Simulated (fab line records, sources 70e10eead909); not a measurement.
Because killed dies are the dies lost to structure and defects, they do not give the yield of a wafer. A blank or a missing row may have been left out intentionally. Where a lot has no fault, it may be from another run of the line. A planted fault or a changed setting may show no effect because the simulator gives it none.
Chamber matching	flow nand harc	4 sister chambers for NHARC_A_STAIRCASE_STRIP_476 on rie diel-09
The step strips in O2, time 20 s. 8 wafers are shown with their chamber, then 8 later ones without.

## WAFERS WITH THEIR CHAMBER
wafer	chamber	drypump motor current A (A)	showerhead plenum p Torr (Torr)
L077.6	0	5.9	3.61
L078.5	3	5.1	3.70
L085.1	0	6.0	3.60
L085.4	2	5.8	3.76
L087.2	1	5.7	3.55
L087.3	2	5.8	3.76
L087.5	3	5.1	3.69
L092.1	1	5.8	3.54

## WAFERS WITH NO CHAMBER GIVEN
wafer	drypump motor current A (A)	showerhead plenum p Torr (Torr)
L092.3	5.9	3.60
L092.4	5.1	3.69
L095.1	5.9	3.59
L095.3	5.8	3.75
L095.4	5.1	3.68
L097.2	5.8	3.53
L097.4	5.8	3.74
L097.5	6.0	3.59

## EACH ONE'S CHAMBER
wafer	from the rows above	in truth
L092.3	0	0
L092.4	3	3
L095.1	0	0
L095.3	2	2
L095.4	3	3
L097.2	1	1
L097.4	2	2
L097.5	0	0
Correct placement for 8 of the 8. Number that these rows cannot place: 0. 0 placed wrongly.
How it was worked out, from the rows above alone: a wafer's distance from a chamber is the root of the sum, over the readings, of the square of ((its reading less the chamber's mean) divided by the reading's scatter). The wafer belongs to the nearest chamber; if the next one is less than 2 further off, it can't be placed. The mean given for a chamber averages the wafers shown for that chamber. The scatter: the root of (the sum of the squares of (reading less its chamber's mean) over the shown wafers, divided by (wafers less chambers)).
